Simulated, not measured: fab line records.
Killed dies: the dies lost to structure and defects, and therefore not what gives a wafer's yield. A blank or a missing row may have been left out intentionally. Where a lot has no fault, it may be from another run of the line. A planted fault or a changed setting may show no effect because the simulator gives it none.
Which tool did it? / flow n5Finfet / 8 lots with 24 wafers sampled at 5 steps, on a route of 1938 steps

== WHAT THE GAUGES SHOWED, per wafer ==
N5_BEOL_M4_RC_MEAS_101.
lot=L681; measured=day 11 17:44; on=prober-01; DIBL_N (mV/V)=37.3 36.6 36.6
lot=L687; measured=day 12 19:27; on=prober-01; DIBL_N (mV/V)=39.6 37.3 39.5
lot=L686; measured=day 12 21:09; on=prober-02; DIBL_N (mV/V)=40.1 41.5 40.5
lot=L691; measured=day 14 11:16; on=prober-02; DIBL_N (mV/V)=36.4 32.7 35.0
lot=L694; measured=day 15 06:35; on=prober-01; DIBL_N (mV/V)=38.9 38.1 40.2
lot=L697; measured=day 15 12:39; on=prober-01; DIBL_N (mV/V)=35.4 36.7 35.1
lot=L696; measured=day 15 15:47; on=prober-01; DIBL_N (mV/V)=32.3 36.0 32.8
lot=L698; measured=day 15 15:13; on=prober-02; DIBL_N (mV/V)=38.0 33.1 35.1

== WHAT TOOL EACH LOT RAN ON (gives the tool, then ch and the chambers of the sampled wafers, and finally the start) ==
lot=L681; N5_BEOL_M4_DESCUM_16=rieDiel-05 ch 2,3, day 10 01:56; N5_BEOL_M4_STRIP_66=rieDiel-05 ch 2,3, day 10 02:08; N5_BEOL_M4_ETCH_69=rieDiel-04 ch 2,3, day 10 03:01; N5_BEOL_M4_ETCH_41=rieDiel-04 ch 1,3, day 11 17:44 or earlier
lot=L687; N5_BEOL_M4_DESCUM_16=rieDiel-05 ch 0,1,2, day 11 05:13; N5_BEOL_M4_STRIP_66=rieDiel-05 ch 0,1,2, day 11 05:26; N5_BEOL_M4_ETCH_69=rieDiel-04 ch 0,2,3, day 11 06:28; N5_BEOL_M4_ETCH_41=rieDiel-05 ch 0,1,2, day 12 19:27 or earlier
lot=L686; N5_BEOL_M4_DESCUM_16=rieDiel-05 ch 0,1,2, day 11 11:16; N5_BEOL_M4_STRIP_66=rieDiel-05 ch 0,1,2, day 11 11:28; N5_BEOL_M4_ETCH_69=rieDiel-05 ch 1,2, day 11 12:19; N5_BEOL_M4_ETCH_41=rieDiel-05 ch 0,2,3, day 12 21:09 or earlier
lot=L691; N5_BEOL_M4_DESCUM_16=rieDiel-05 ch 2,3, day 12 19:51; N5_BEOL_M4_STRIP_66=rieDiel-05 ch 2,3, day 12 20:04; N5_BEOL_M4_ETCH_69=rieDiel-04 ch 0,2, day 12 20:52; N5_BEOL_M4_ETCH_41=rieDiel-04 ch 0,1, day 14 11:16 or earlier
lot=L694; N5_BEOL_M4_DESCUM_16=rieDiel-05 ch 0,3, day 13 15:42; N5_BEOL_M4_STRIP_66=rieDiel-05 ch 0,3, day 13 15:55; N5_BEOL_M4_ETCH_69=rieDiel-04 ch 0,1,2, day 13 16:55; N5_BEOL_M4_ETCH_41=rieDiel-04 ch 0,2,3, day 15 06:35 or earlier
lot=L697; N5_BEOL_M4_DESCUM_16=rieDiel-04 ch 0,2, day 13 19:35; N5_BEOL_M4_STRIP_66=rieDiel-04 ch 0,2, day 13 19:47; N5_BEOL_M4_ETCH_69=rieDiel-05 ch 0,1,3, day 13 21:59; N5_BEOL_M4_ETCH_41=rieDiel-04 ch 0,3, day 15 12:39 or earlier
lot=L696; N5_BEOL_M4_DESCUM_16=rieDiel-05 ch 0,1,2, day 14 00:07; N5_BEOL_M4_STRIP_66=rieDiel-05 ch 0,1,2, day 14 00:20; N5_BEOL_M4_ETCH_69=rieDiel-01 ch 0,2, day 14 01:10; N5_BEOL_M4_ETCH_41=rieDiel-04 ch 0,1,3, day 15 15:47 or earlier
lot=L698; N5_BEOL_M4_DESCUM_16=rieDiel-01 ch 0,1,3, day 14 15:35; N5_BEOL_M4_STRIP_66=rieDiel-01 ch 0,1,3, day 14 15:48; N5_BEOL_M4_ETCH_69=rieDiel-01 ch 1,2,3, day 14 16:40; N5_BEOL_M4_ETCH_41=rieDiel-01 ch 1,2, day 15 15:13 or earlier
- N5_BEOL_M4_DESCUM_16: chemistry O2, time 7 s.
- N5_BEOL_M4_STRIP_66: strips in CF4.
- N5_BEOL_M4_ETCH_69: etches SiARC in CF4, target depth 15.6 nm, time 26 s.
- N5_BEOL_M4_ETCH_41: etches SiCN in CH3F/O2, target depth 29.9 nm, time 52.5 s.

== THE ANSWER, worked out from the rows above alone ==
Rule: usual is defined by the lots themselves. Put in order of their means at a reading, lots are off if they are a third of the lots or fewer, leave a main group of 4 or more, and stand apart from it by a gap of 3 or more times the standard deviation of the main group's means; of several such gaps the widest counts. The tables above print the reading to a certain number of digits; a main group whose means all agree to those digits is not used. A lot without any number at a reading at which 4 lots or more have one is off too. The other lots that the step has rows for count as sound.
None of the lots is off at any reading shown; this tells nothing.

== WHAT THE SIMULATOR HAD PUT IN ==
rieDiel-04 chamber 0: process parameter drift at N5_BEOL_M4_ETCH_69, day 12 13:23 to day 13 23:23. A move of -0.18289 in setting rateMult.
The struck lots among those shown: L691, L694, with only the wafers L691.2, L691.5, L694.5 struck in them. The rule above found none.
